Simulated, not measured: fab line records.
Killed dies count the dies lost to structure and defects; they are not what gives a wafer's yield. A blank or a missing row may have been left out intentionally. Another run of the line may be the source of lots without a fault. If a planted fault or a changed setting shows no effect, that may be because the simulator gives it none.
Matching of chambers | flow n5-finfet | N5_MIM_TOP_ETCH_STRIP_01 on rie-diel-02 has 4 sister chambers
The step strips in O2. 8 wafers are shown with their chamber, then 10 later ones without.

## EACH WAFER AND ITS CHAMBER
wafer  | chamber | drypump-motor-current-A (A) | showerhead-plenum-p-Torr (Torr)
L082.6 | 3       | 5.8                         | 1.97
L078.1 | 1       | 5.7                         | 2.00
L078.4 | 3       | 5.8                         | 1.98
L084.2 | 2       | 5.7                         | 2.20
L084.4 | 0       | 6.7                         | 2.13
L084.6 | 1       | 5.8                         | 2.00
L088.1 | 0       | 6.7                         | 2.13
L088.2 | 2       | 5.7                         | 2.20

## WAFERS MISSING THEIR CHAMBER
wafer  | drypump-motor-current-A (A) | showerhead-plenum-p-Torr (Torr)
L088.3 | 5.7                         | 2.00
L089.2 | 5.7                         | 2.00
L089.4 | 5.7                         | 2.20
L089.6 | 6.7                         | 2.13
L091.1 | 6.6                         | 2.13
L091.2 | 5.7                         | 2.19
L091.4 | 5.7                         | 2.00
L093.1 | 5.8                         | 1.97
L093.5 | 5.8                         | 1.97
L093.6 | 6.7                         | 2.12

## CHAMBER TAKEN BY EACH
wafer  | from the rows above | in truth
L088.3 | 1                   | 1
L089.2 | 1                   | 1
L089.4 | 2                   | 2
L089.6 | 0                   | 0
L091.1 | 0                   | 0
L091.2 | 2                   | 2
L091.4 | 1                   | 1
L093.1 | 3                   | 3
L093.5 | 3                   | 3
L093.6 | 0                   | 0
Placed correctly: 10 of 10. Not placeable from these rows: 0. Wrongly placed: 0.
How it was worked out, from the rows above alone: a wafer's distance from a chamber is the root of the sum, over the readings, of the square of ((its reading less the chamber's mean) divided by the reading's scatter). The wafer belongs to the nearest chamber; if the next one is less than 2 further off, it can't be placed. Each chamber's mean is taken over the wafers shown for it. The scatter: take each reading less its chamber's mean, square it, sum over the shown wafers, divide by the number of wafers less the number of chambers, and take the root.
